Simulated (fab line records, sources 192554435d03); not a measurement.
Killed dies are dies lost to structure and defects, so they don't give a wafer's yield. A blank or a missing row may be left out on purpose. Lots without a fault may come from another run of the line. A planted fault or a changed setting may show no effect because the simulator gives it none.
Chamber matching | flow n5_finfet | N5_BEOL_M6_ETCH_66 on rie_diel-01: 4 sister chambers
The step etches SOC in N2/H2, target depth 80 nm, overetch 16 nm, time 120 s. 4 wafers are shown with their chamber, then 8 later ones without.

WAFERS WITH THEIR CHAMBER
wafer  | chamber | showerhead_plenum_p_Torr (Torr)
L085.4 | 0       | 2.46
L090.1 | 3       | 2.62
L090.5 | 2       | 2.54
L092.2 | 1       | 2.52

WAFERS WITHOUT THEIR CHAMBER
wafer  | showerhead_plenum_p_Torr (Torr)
L092.4 | 2.62
L092.6 | 2.45
L097.3 | 2.45
L097.5 | 2.52
L097.6 | 2.54
L096.2 | 2.45
L096.4 | 2.61
L096.6 | 2.54

WHICH CHAMBER EACH WENT THROUGH
wafer  | from the rows above | in truth
L092.4 | 3                   | 3
L092.6 | 0                   | 0
L097.3 | 0                   | 0
L097.5 | 1                   | 1
L097.6 | 2                   | 2
L096.2 | 0                   | 0
L096.4 | 3                   | 3
L096.6 | 2                   | 2
Placed correctly: 8 of 8. Can't be placed from these rows: 0. Placed wrongly: 0.
How it was worked out, from the rows above alone: a wafer's distance from a chamber is the root of the sum, over the readings, of the square of ((its reading less the chamber's mean) divided by the reading's scatter). The wafer belongs to the nearest chamber; if the next one is less than 2 further off, it can't be placed. A chamber's mean is the mean of its shown wafers. The scatter: with one shown wafer a chamber, the root of the mean of the squares of how far each hidden wafer lies from its nearest shown one.
